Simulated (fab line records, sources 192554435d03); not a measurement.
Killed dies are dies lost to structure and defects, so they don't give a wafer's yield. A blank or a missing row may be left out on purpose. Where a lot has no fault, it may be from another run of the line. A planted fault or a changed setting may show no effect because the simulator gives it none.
Split-lot study | flow n5 finfet | 21 wafers read across 7 lots, on a route 1938 steps long

== THE SPLIT ==
At N5_BEOL_M7_EXPOSE_08 (exposes mask M7), the setting dose mj was moved away from the recipe's 68.25 on 7 of the 21 wafers read, by -2.7% to +6.3%. All remaining wafers had this setting at the recipe value.

== FROM THE SPLIT TO THE READING: what the file shows between them, 19 steps ==
- N5_BEOL_M7_PEB_09: peb time 60 s
- N5_BEOL_M7_DEVELOP_10: develop time 30 s
- N5_BEOL_M7_CD_MEAS_11: target cd 38.5 nm
- N5_BEOL_M7_DESCUM_16: chemistry O2, time 7.9 s
- N5_BEOL_M7_ETCH_61: etches SiARC in CF4, target depth 45.5 nm, time 75.8 s
- N5_BEOL_M7_ETCH_62: etches SOC in N2/H2, target depth 110 nm, overetch 22 nm, time 165 s
- N5_BEOL_M7_STRIP_68: strips in N2/H2
- N5_BEOL_M7_STRIP_67: strips in CF4
- N5_BEOL_M7_HM_OPEN_17: chemistry Cl2/BCl3, target TiN, target depth 20 nm, overetch 6 nm
- N5_BEOL_M7_STRIP_19: strips in O2
- N5_BEOL_M7_CD_MEAS_18: pitch 80 nm, target cd 40 nm
- N5_BEOL_M7_TRENCH_ETCH_37: etches SiCOH lowk in C4F6/O2, target depth 93.478 nm, time 31.2 s (also split here: time s)
- N5_BEOL_M7_ETCH_41: etches SiCN in CH3F/O2, target depth 31.9 nm, time 57.8 s (also split here: source w)
- N5_BEOL_M7_STRIP_80: strips in N2/H2, time 10 s
- N5_BEOL_M7_OCD_MEAS_38
- N5_BEOL_M7_HM_STRIP_39: strips TiN in peroxide tin strip, target depth 25 nm, time 158 s
- N5_BEOL_M7_SRD_40: time 30 s
- N5_BEOL_M7_PRECLEAN_42: cleans in residue remover, time 60 s
- N5_BEOL_M7_SRD_43: time 30 s

== THE READING ==
cd nm (nm) at N5_BEOL_M7_CD_MEAS_35, where the cd target is 40 nm. A value of 40.0 nm with a standard deviation of 0.48 nm is what fault-free wafers of this fab line usually give.

wafer  | tool, chamber at the split | dose mj as run | against the recipe | cd nm, nm | against lot-mates on the recipe
L075.1 | arfi scanner-01, 0         | 72.55          | +6.3%              | 43.7      | +3.7
L075.3 | arfi scanner-01, 0         | 72.55          | +6.3%              | 42.7      | +2.7
L075.6 | arfi scanner-01, 0         | 68.25          | recipe             | 40.0      | -
L081.2 | arfi scanner-01, 0         | 68.25          | recipe             | 40.1      | -
L081.5 | arfi scanner-01, 0         | 66.43          | -2.7%              | 38.2      | -1.3
L081.6 | arfi scanner-01, 0         | 68.25          | recipe             | 38.9      | -
L083.1 | arfi scanner-01, 0         | 72.21          | +5.8%              | 42.9      | +2.6
L083.3 | arfi scanner-01, 0         | 72.21          | +5.8%              | 43.1      | +2.8
L083.4 | arfi scanner-01, 0         | 68.25          | recipe             | 40.3      | -
L086.2 | arfi scanner-02, 0         | 68.25          | recipe             | 39.8      | -
L086.4 | arfi scanner-02, 0         | 68.25          | recipe             | 39.9      | -
L086.6 | arfi scanner-02, 0         | 68.25          | recipe             | 40.5      | -
L088.1 | arfi scanner-03, 0         | 68.25          | recipe             | 39.5      | -
L088.3 | arfi scanner-03, 0         | 68.25          | recipe             | 39.6      | -
L088.6 | arfi scanner-03, 0         | 68.25          | recipe             | 39.4      | -
L093.1 | arfi scanner-02, 0         | 68.25          | recipe             | 40.5      | -
L093.2 | arfi scanner-02, 0         | 71.52          | +4.8%              | 43.2      | +2.7
L093.4 | arfi scanner-02, 0         | 71.52          | +4.8%              | 42.1      | +1.6
L095.2 | arfi scanner-03, 0         | 68.25          | recipe             | 40.1      | -
L095.4 | arfi scanner-03, 0         | 68.25          | recipe             | 39.7      | -
L095.6 | arfi scanner-03, 0         | 68.25          | recipe             | 39.5      | -

FIT RESULTS
A straight line over all 21 wafers: cd nm changes by +0.553 nm for each +1% of dose mj; r = +0.96; the points scatter about the line by 0.45 nm.
The same after taking each lot's own level away (the mean of its wafers on the recipe; 21 wafers): +0.48 nm for each +1%; r = +0.97; scatter 0.36 nm.
Per that fit: largest dose mj move, reading shift of 3 nm.
Measured against the standard deviation above, the lots' own levels, which go from 39.50 to 40.50 nm, span 2.1 times it.
Thus the slope moves with the lot-to-lot level: the two fits are different.
Check: for one of the wafers moved furthest among these (+6.3%), held out of the fit, the line's prediction against its lot-mates is +2.85 nm. It came out at +3.7 nm against them.

== ADDITIONAL SPLITS CARRIED BY THESE WAFERS ==
Note: prior to the reading, these wafers also went through further splits. Each is held against what the fit with the lots' levels taken away leaves over:
other split on the same wafers   | wafers away from the commonest value | r with cd nm (lot level and that fit taken away)
N5_BEOL_M7_TRENCH_ETCH_37 time s | 10                                   | +0.26
N5_BEOL_M7_ETCH_41 source w      | 8                                    | +0.21

== THE WHOLE CHAIN: every reading that the file lists as answering this split, in the file's order ==
step                  | what it does                                                         | reading                                                               | change (the file's fit)               | r (the file's)
N5_BEOL_M7_CD_MEAS_11 | target cd 38.5 nm                                                    | cd nm                                                                 | +0.469 nm for each +1% of the setting | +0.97
N5_BEOL_M7_ETCH_61    | etches SiARC in CF4, target depth 45.5 nm, time 75.8 s               | BEOL_M7.cd offset nm (the simulator's own value, which no gauge read) | +0.494 nm for each +1% of the setting | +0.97
N5_BEOL_M7_ETCH_62    | etches SOC in N2/H2, target depth 110 nm, overetch 22 nm, time 165 s | BEOL_M7.cd offset nm (the simulator's own value, which no gauge read) | +0.467 nm for each +1% of the setting | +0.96
N5_BEOL_M7_CD_MEAS_18 | pitch 80 nm, target cd 40 nm                                         | cd nm                                                                 | +0.469 nm for each +1% of the setting | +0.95
N5_BEOL_M7_CD_MEAS_35 | target cd 40 nm                                                      | cd nm                                                                 | +0.482 nm for each +1% of the setting | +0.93

== FILE'S OWN FIT ==
cd nm changes by +0.482 nm for each +1% of dose mj, r = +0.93.
